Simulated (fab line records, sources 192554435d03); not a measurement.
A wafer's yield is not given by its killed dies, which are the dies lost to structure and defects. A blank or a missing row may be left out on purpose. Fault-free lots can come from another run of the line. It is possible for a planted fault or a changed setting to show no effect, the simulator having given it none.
Comparing a struck lot with a sound one + flow n5_finfet + 35 steps out of a route of 1938
Sound: the wafers L627.1, L627.2, L627.3. Wafers L615.1, L615.5, L615.6 were the ones struck. The cause comes at the end.
Per side, at each step with rows, come the tool, then ch with its chambers, and then its first start. Under that, the readings that differ: sound wafers + struck wafers + difference of the means + sigmas: that difference in standard deviations of wafers without a fault.
alike: a reading whose means differ by less than 2 such deviations, as well as words and numbers matching on both sides. not compared: withheld readings; readings where some wafer has no value; bounds like >300 that might hide an equal value; numbers whose values overlap and for which the record gives no deviation.
Wherever a step has rows on one side only, a row that says differs or no value, or a row with sigmas, the two part there. Numbers that don't overlap but have no deviation are shown without sigmas and don't part them. A reading that every wafer of one side lacks parts them only if that side has two wafers or more.

first, 12 steps without rows for these wafers: N5_SD_EPI_P_STRIP_38 (strips in N2/H2); N5_SD_EPI_P_ETCHBACK_46 (etches SiNx in CH3F/O2, stops on SiO2, target depth 17.5 nm); N5_SD_EPI_P_ETCH_47 (etches SiOCN in CH3F/O2, target depth 25 nm); N5_SD_EPI_P_ETCH_16 (etches SiO2 in CHF3/O2, target depth 5 nm); N5_SD_EPI_P_STRIP_50 (strips in CHF3/O2); N5_SD_EPI_P_SD_RECESS_17 (chemistry HBr/Cl2/O2, target depth 39.1 nm, bt time 3 s); N5_SD_EPI_P_WET_ETCH_45 (etches SiO2 in dHF, time 10.7 s, target depth 2 nm, rinse time 30 s); N5_SD_EPI_P_STRIP_40 (strips in N2/H2); N5_SD_EPI_P_PRECLEAN_52 (cleans in O3/DIW, time 60 s); N5_SD_EPI_P_SRD_20 (time 30 s); N5_SD_EPI_P_PRECLEAN_51 (cleans in NF3:NH3, afs cycles 1, time 20 s, sublimation time 60 s); N5_SD_EPI_P_VAPOR_ETCH_44 (etches SiGe30 in NF3/Ar, time 3.3 s).
N5_SD_EPI_P_EPI_21: deposits SiGe:B, time 355 s.
  sound on epi_rpcvd-03 ch 0, day 8 17:32; struck on epi_rpcvd-03 ch 0, day 5 14:26
| reading                                     | sound                | struck               | difference | sigmas |
|---------------------------------------------|----------------------|----------------------|------------|--------|
| susceptor_temp_C (C)                        | 550.08 550.11 549.68 | 569.01 569.45 568.84 | +19.14     | +77    |
| susceptor_temp_C_max                        | 551.2 551.1 550.8    | 570.1 570.5 570.0    | +19.2      | +30    |
| model.SiGe-B_of_SD_EPI_P_EPI_21.thk_nm (nm) | 60.8 60.2 60.4       | 90.2 89.2 89.2       | +29.1      |        |
N5_SD_EPI_P_EPI_MEAS_23:
  sound on film_metro-02 at day 8 20:27; struck on film_metro-01 at day 5 16:38
| reading     | sound          | struck         | difference | sigmas |
|-------------|----------------|----------------|------------|--------|
| thk_nm (nm) | 60.8 59.8 58.1 | 93.0 90.5 88.2 | +31.0      | +24    |
then, 20 steps without rows for these wafers: N5_SD_EPI_P_HM_STRIP_48 (strips SiNx in H3PO4, material SiNx, target depth 3 nm); N5_SD_EPI_P_SRD_49 (time 30 s); N5_SD_EPI_P_PRECLEAN_24 (cleans in O3/DIW, time 45 s); N5_SD_EPI_P_PRECLEAN_32 (cleans in dHF, time 10 s); N5_SD_EPI_P_PRECLEAN_33 (cleans in SC2, time 45 s); N5_SD_EPI_P_SRD_25 (time 30 s); N5_SD_ACTIVATION_RTA_00 (time 0 s); N5_SD_ACTIVATION_LSA_01 (time 0.0008 s); N5_ILD0_LINER_00 (material SiNx, target thk 4 nm, pulse time 1 s, purge time 2 s); N5_ILD0_FCVD_FILL_01 (material SiO2 flowable, target thk 200 nm, time 328.3 s); N5_ILD0_CURE_02 (time 1800 s); N5_ILD0_CMP_03 (polishes, stops on SiNx, t overpolish 1.9 s, target thk 197.38 nm); N5_ILD0_CMP_07 (polishes SiO2 flowable, stops on poly-Si, t overpolish 1.18 s, target thk 138.88 nm); N5_ILD0_PRECLEAN_10 (cleans in NF3:NH3, afs cycles 5, time 20 s, sublimation time 60 s); N5_ILD0_ALD_15 (deposits SiNx, target thk 24 nm, pulse time 1 s, ald cycles 480); N5_ILD0_CMP_12 (polishes SiNx, stops on poly-Si, t overpolish 6 s, target thk 17.67 nm); N5_SDB_HM_DEP_00 (deposits SiNx from SiH4/NH3/N2, target thk 40 nm, time 35.3 s); N5_SDB_COAT_03 (time 60 s, resist thk 100 nm); N5_SDB_COAT_04 (time 60 s, resist thk 18 nm); N5_SDB_COAT_05 (resist thk 90 nm).
N5_MOL_CONTACT_COAG_ETCH_110: etches Si in CF4/O2, target depth 2.5 nm, time 8 s.
  sound on rie_diel-01 ch 0,2,3, day 10 04:02; struck on rie_diel-01 ch 0,1, day 6 23:01
| reading                                     | sound          | struck     | difference | sigmas |
|---------------------------------------------|----------------|------------|------------|--------|
| model.SiGe-B_of_SD_EPI_P_EPI_21.thk_nm (nm) | 57.8 57.4 57.6 | 85.8 85 85 | +27.7      |        |
  alike: drypump_motor_current_A, oes_product_au, rf_fwd_power_W, rf_vpp_V, showerhead_plenum_p_Torr, throttle_valve_pct
  not compared: rf_hours_counter_h

WHERE THEY PART
Earliest at N5_SD_EPI_P_EPI_21; latest, in this record, at N5_SD_EPI_P_EPI_MEAS_23. Later steps at which nothing parts them and some readings are alike: N5_MOL_CONTACT_COAG_ETCH_110.

WHY: what had been put in by the simulator
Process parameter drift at N5_SD_EPI_P_EPI_21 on epi_rpcvd-03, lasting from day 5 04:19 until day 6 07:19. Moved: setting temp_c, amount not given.
